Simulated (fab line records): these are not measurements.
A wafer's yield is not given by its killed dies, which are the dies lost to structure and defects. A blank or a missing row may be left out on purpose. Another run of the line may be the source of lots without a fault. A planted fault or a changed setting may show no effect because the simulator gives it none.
Chamber matching || flow nandHarc || NHARC_P_M2_STRIP_18 on rieDiel-09 has 4 sister chambers
The step strips in N2/H2. 16 wafers are shown with their chamber, then 8 later ones without.

WAFERS, EACH WITH ITS CHAMBER
{"wafer": "L080.1", "chamber": 0, "drypumpMotorCurrentA (A)": 5.7, "showerheadPlenumPTorr (Torr)": 1.92, "oesProductAu (a.u.)": 0.974}
{"wafer": "L080.2", "chamber": 3, "drypumpMotorCurrentA (A)": 5.3, "showerheadPlenumPTorr (Torr)": 2.11, "oesProductAu (a.u.)": 0.984}
{"wafer": "L080.6", "chamber": 0, "drypumpMotorCurrentA (A)": 5.8, "showerheadPlenumPTorr (Torr)": 1.92, "oesProductAu (a.u.)": 0.979}
{"wafer": "L088.1", "chamber": 1, "drypumpMotorCurrentA (A)": 6.8, "showerheadPlenumPTorr (Torr)": 2.04, "oesProductAu (a.u.)": 0.996}
{"wafer": "L088.2", "chamber": 0, "drypumpMotorCurrentA (A)": 5.7, "showerheadPlenumPTorr (Torr)": 1.91, "oesProductAu (a.u.)": 0.976}
{"wafer": "L088.5", "chamber": 2, "drypumpMotorCurrentA (A)": 5.4, "showerheadPlenumPTorr (Torr)": 2.13, "oesProductAu (a.u.)": 0.997}
{"wafer": "L088.3", "chamber": 3, "drypumpMotorCurrentA (A)": 5.3, "showerheadPlenumPTorr (Torr)": 2.10, "oesProductAu (a.u.)": 1.000}
{"wafer": "L088.4", "chamber": 2, "drypumpMotorCurrentA (A)": 5.4, "showerheadPlenumPTorr (Torr)": 2.13, "oesProductAu (a.u.)": 1.002}
{"wafer": "L088.6", "chamber": 1, "drypumpMotorCurrentA (A)": 6.8, "showerheadPlenumPTorr (Torr)": 2.04, "oesProductAu (a.u.)": 0.988}
{"wafer": "L089.2", "chamber": 2, "drypumpMotorCurrentA (A)": 5.3, "showerheadPlenumPTorr (Torr)": 2.13, "oesProductAu (a.u.)": 1.008}
{"wafer": "L089.3", "chamber": 3, "drypumpMotorCurrentA (A)": 5.3, "showerheadPlenumPTorr (Torr)": 2.10, "oesProductAu (a.u.)": 0.999}
{"wafer": "L089.4", "chamber": 0, "drypumpMotorCurrentA (A)": 5.8, "showerheadPlenumPTorr (Torr)": 1.91, "oesProductAu (a.u.)": 0.978}
{"wafer": "L089.1", "chamber": 1, "drypumpMotorCurrentA (A)": 6.8, "showerheadPlenumPTorr (Torr)": 2.03, "oesProductAu (a.u.)": 0.991}
{"wafer": "L089.5", "chamber": 3, "drypumpMotorCurrentA (A)": 5.3, "showerheadPlenumPTorr (Torr)": 2.10, "oesProductAu (a.u.)": 1.002}
{"wafer": "L089.6", "chamber": 0, "drypumpMotorCurrentA (A)": 5.8, "showerheadPlenumPTorr (Torr)": 1.91, "oesProductAu (a.u.)": 0.989}
{"wafer": "L090.1", "chamber": 2, "drypumpMotorCurrentA (A)": 5.4, "showerheadPlenumPTorr (Torr)": 2.13, "oesProductAu (a.u.)": 0.996}

SIGNATURES (means of the wafers above)
{"reading": "drypumpMotorCurrentA", "chamber 0": 5.760, "chamber 1": 6.800, "chamber 2": 5.375, "chamber 3": 5.300, "scatter within a chamber": 0.0403}
{"reading": "showerheadPlenumPTorr", "chamber 0": 1.9140, "chamber 1": 2.0367, "chamber 2": 2.1300, "chamber 3": 2.1025, "scatter within a chamber": 0.00467}
{"reading": "oesProductAu", "chamber 0": 0.97920, "chamber 1": 0.99167, "chamber 2": 1.00075, "chamber 3": 0.99625, "scatter within a chamber": 0.00621}
Rule: a wafer lies at a distance from a chamber equal to the root of the sum of squares, over the readings, of (its reading less the chamber's mean, divided by the reading's scatter). The wafer belongs to the nearest chamber; if the next one is less than 2 further off, it can't be placed. The scatter is the square root of a quotient: the sum, over the shown wafers, of each reading's squared deviation from its chamber's mean, divided by wafers minus chambers.

WAFERS WITH NO CHAMBER GIVEN
{"wafer": "L090.2", "drypumpMotorCurrentA (A)": 5.7, "showerheadPlenumPTorr (Torr)": 1.91, "oesProductAu (a.u.)": 0.977}
{"wafer": "L090.3", "drypumpMotorCurrentA (A)": 5.3, "showerheadPlenumPTorr (Torr)": 2.10, "oesProductAu (a.u.)": 1.009}
{"wafer": "L091.3", "drypumpMotorCurrentA (A)": 6.8, "showerheadPlenumPTorr (Torr)": 2.03, "oesProductAu (a.u.)": 0.978}
{"wafer": "L091.5", "drypumpMotorCurrentA (A)": 5.4, "showerheadPlenumPTorr (Torr)": 2.13, "oesProductAu (a.u.)": 1.007}
{"wafer": "L091.6", "drypumpMotorCurrentA (A)": 5.3, "showerheadPlenumPTorr (Torr)": 2.10, "oesProductAu (a.u.)": 0.994}
{"wafer": "L093.2", "drypumpMotorCurrentA (A)": 5.3, "showerheadPlenumPTorr (Torr)": 2.10, "oesProductAu (a.u.)": 0.996}
{"wafer": "L093.4", "drypumpMotorCurrentA (A)": 6.8, "showerheadPlenumPTorr (Torr)": 2.03, "oesProductAu (a.u.)": 0.995}
{"wafer": "L093.6", "drypumpMotorCurrentA (A)": 5.3, "showerheadPlenumPTorr (Torr)": 2.10, "oesProductAu (a.u.)": 1.006}

EACH ONE'S CHAMBER
{"wafer": "L090.2", "from the rows above": 0, "in truth": 0}
{"wafer": "L090.3", "from the rows above": 3, "in truth": 3}
{"wafer": "L091.3", "from the rows above": 1, "in truth": 1}
{"wafer": "L091.5", "from the rows above": 2, "in truth": 2}
{"wafer": "L091.6", "from the rows above": 3, "in truth": 3}
{"wafer": "L093.2", "from the rows above": 3, "in truth": 3}
{"wafer": "L093.4", "from the rows above": 1, "in truth": 1}
{"wafer": "L093.6", "from the rows above": 3, "in truth": 3}
Correctly placed: 8 of 8. From these rows, 0 cannot be placed. 0 placed wrongly.
